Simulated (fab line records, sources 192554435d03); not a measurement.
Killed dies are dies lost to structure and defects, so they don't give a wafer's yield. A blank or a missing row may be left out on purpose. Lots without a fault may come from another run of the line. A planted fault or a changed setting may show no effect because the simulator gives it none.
Split-lot experiment | flow n5_finfet | 7 lots, 21 wafers read, on a route of 1938 steps

THE SPLIT
At N5_HKMG_FIN_COAT_42 (time 60 s, resist thk 35 nm), the setting spin_rpm was moved away from the recipe's 1500 rpm on 12 of the 21 wafers read, by -10.2% to +9.5%. The other wafers ran this setting at the recipe's value.

FROM THE SPLIT TO THE READING: what the file shows between them, 6 steps
- N5_HKMG_FIN_EXPOSE_46: exposes mask NDIPOLE (also split here: dose_mj)
- N5_HKMG_FIN_PEB_47: peb time 60 s
- N5_HKMG_FIN_DEVELOP_48: develop time 30 s
- N5_HKMG_FIN_CD_MEAS_49: target cd 202 nm
- N5_HKMG_FIN_DESCUM_53: chemistry O2, time 7.9 s
- N5_HKMG_FIN_ETCH_54: etches SiARC in CF4, target depth 45.5 nm, time 75.8 s

THE READING
SiARC_of_HKMG_FIN_COAT_42.thk_nm (the simulator's own value, which no gauge read), in nm, at N5_HKMG_FIN_ETCH_55 (etches SOC in N2/H2, target depth 240 nm, time 300 s). The file gives no usual value for it. The 9 wafers here that ran the recipe average 21.2 nm, standard deviation 0.13 nm.

wafer  | tool, chamber at the split | spin_rpm as run, rpm | against the recipe | SiARC_of_HKMG_FIN_COAT_42.thk_nm, nm | against lot-mates on the recipe
L075.1 | litho_track-04, 0          | 1500                 | recipe             | 21.2                                 | -
L075.2 | litho_track-04, 0          | 1559                 | +3.9%              | 20.6                                 | -0.6
L075.4 | litho_track-04, 0          | 1559                 | +3.9%              | 20.4                                 | -0.8
L078.2 | litho_track-03, 0          | 1347                 | -10.2%             | 23.2                                 | +2.2
L078.5 | litho_track-03, 0          | 1500                 | recipe             | 21                                   | -
L078.6 | litho_track-03, 0          | 1500                 | recipe             | 21                                   | -
L079.1 | litho_track-04, 0          | 1604                 | +6.9%              | 19.6                                 | -1.4
L079.3 | litho_track-04, 0          | 1604                 | +6.9%              | 20                                   | -1.0
L079.4 | litho_track-04, 0          | 1500                 | recipe             | 21                                   | -
L080.2 | litho_track-02, 0          | 1606                 | +7.1%              | 20                                   | -1.2
L080.3 | litho_track-02, 0          | 1500                 | recipe             | 21.2                                 | -
L080.5 | litho_track-02, 0          | 1606                 | +7.1%              | 20.2                                 | -1.0
L082.3 | litho_track-02, 0          | 1500                 | recipe             | 21.2                                 | -
L082.5 | litho_track-02, 0          | 1500                 | recipe             | 21.2                                 | -
L082.4 | litho_track-02, 0          | 1500                 | recipe             | 21.4                                 | -
L088.1 | litho_track-03, 0          | 1642                 | +9.5%              | 19.4                                 | no lot-mate on the recipe
L088.6 | litho_track-03, 0          | 1642                 | +9.5%              | 19.4                                 | no lot-mate on the recipe
L088.5 | litho_track-03, 0          | 1642                 | +9.5%              | 20                                   | no lot-mate on the recipe
L089.1 | litho_track-04, 0          | 1500                 | recipe             | 21.2                                 | -
L089.4 | litho_track-04, 0          | 1358                 | -9.5%              | 22.8                                 | +1.6
L089.6 | litho_track-04, 0          | 1358                 | -9.5%              | 23.2                                 | +2.0

THE FIT
A straight line over all 21 wafers: SiARC_of_HKMG_FIN_COAT_42.thk_nm changes by -0.181 nm for each +1% of spin_rpm; r = -0.98; the points scatter about the line by 0.2 nm.
The same after taking each lot's own level away (the mean of its wafers on the recipe; 18 wafers): -0.185 nm for each +1%; r = -0.99; scatter 0.15 nm.
On that fit, the largest move of spin_rpm shifts the reading by 1.9 nm.
The lots' own levels span 21.00 to 21.27 nm, that is 2.1 times the standard deviation above.
So the lot-to-lot level changes the slope little: the two slopes agree.
Check: with one of the wafers moved furthest among these (-10.2%) left out of the fit, the line predicts +1.85 nm for it against its lot-mates. It came out at +2.2 nm against them.

OTHER SPLITS ON THESE WAFERS
These wafers also went through other splits before the reading. Each is held against what the fit with the lots' levels taken away leaves over:
other split on the same wafers     | wafers away from the commonest value | r with SiARC_of_HKMG_FIN_COAT_42.thk_nm (lot level and that fit taken away)
N5_SD_EPI_N_PEB_07 peb_temp_c      | 6                                    | +0.17
N5_SD_EPI_N_ETCH_16 target_depth_a | 8                                    | -0.15
N5_SDB_COAT_05 spin_rpm            | 9                                    | -0.08
N5_HKMG_FIN_EXPOSE_46 dose_mj      | 7                                    | -0.13

THE WHOLE CHAIN: every reading that the file lists as answering this split, in the file's order
step                | what it does                                           | reading                                                                             | change (the file's fit)               | r (the file's)
N5_HKMG_FIN_COAT_42 | time 60 s, resist thk 35 nm                            | SiARC_of_HKMG_FIN_COAT_42.thk_nm (the simulator's own value, which no gauge read)   | -0.185 nm for each +1% of the setting | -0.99
N5_HKMG_FIN_ETCH_54 | etches SiARC in CF4, target depth 45.5 nm, time 75.8 s | etch.depth_nm (the simulator's own value, which no gauge read)                      | -0.185 nm for each +1% of the setting | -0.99
N5_HKMG_FIN_ETCH_54 | etches SiARC in CF4, target depth 45.5 nm, time 75.8 s | CAR-ArF_of_HKMG_FIN_COAT_43.thk_nm (the simulator's own value, which no gauge read) | +0.187 nm for each +1% of the setting | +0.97
N5_HKMG_FIN_ETCH_55 | etches SOC in N2/H2, target depth 240 nm, time 300 s   | SiARC_of_HKMG_FIN_COAT_42.thk_nm (the simulator's own value, which no gauge read)   | -0.19 nm for each +1% of the setting  | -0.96

THE FILE'S OWN FIT
SiARC_of_HKMG_FIN_COAT_42.thk_nm changes by -0.19 nm for each +1% of spin_rpm, r = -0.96.
